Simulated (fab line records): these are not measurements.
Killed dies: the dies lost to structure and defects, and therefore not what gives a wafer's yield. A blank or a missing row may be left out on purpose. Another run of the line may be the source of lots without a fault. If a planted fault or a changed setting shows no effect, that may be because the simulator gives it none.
Chamber matching + flow nand_harc + 4 sister chambers for NHARC_A_STAIRCASE_ETCH_271 on rie_diel-07
The step etches the open film in CF4/CHF3. 4 wafers are shown with their chamber, then 9 later ones without.

== WAFERS, EACH WITH ITS CHAMBER ==
| wafer  | chamber | drypump_motor_current_A (A) |
|--------|---------|-----------------------------|
| L084.4 | 2       | 6.2                         |
| L084.6 | 1       | 5.9                         |
| L087.5 | 0       | 6.3                         |
| L087.6 | 3       | 4.9                         |

== WAFERS MISSING THEIR CHAMBER ==
| wafer  | drypump_motor_current_A (A) |
|--------|-----------------------------|
| L090.3 | 4.9                         |
| L090.4 | 6.1                         |
| L090.5 | 5.9                         |
| L092.1 | 6.3                         |
| L092.3 | 4.9                         |
| L092.6 | 5.9                         |
| L093.3 | 6.1                         |
| L093.4 | 5.9                         |
| L093.5 | 5.9                         |

== WHICH CHAMBER EACH WENT THROUGH ==
| wafer  | from the rows above | in truth |
|--------|---------------------|----------|
| L090.3 | 3                   | 3        |
| L090.4 | 2                   | 2        |
| L090.5 | 1                   | 1        |
| L092.1 | 0                   | 0        |
| L092.3 | 3                   | 3        |
| L092.6 | 1                   | 1        |
| L093.3 | 2                   | 2        |
| L093.4 | 1                   | 1        |
| L093.5 | 1                   | 1        |
Placed correctly: 9 of 9. Not placeable from these rows: 0. Number placed wrongly: 0.
How it was worked out, from the rows above alone: a wafer's distance from a chamber is the root of the sum, over the readings, of the square of ((its reading less the chamber's mean) divided by the reading's scatter). If the next closest chamber is less than 2 further off than the closest, the wafer can't be placed; otherwise it belongs to the closest. For every chamber, the mean is computed from those of its wafers that are shown. The scatter (one wafer shown for each chamber): square how far every hidden wafer sits from the nearest shown wafer, average those squares and take the square root.
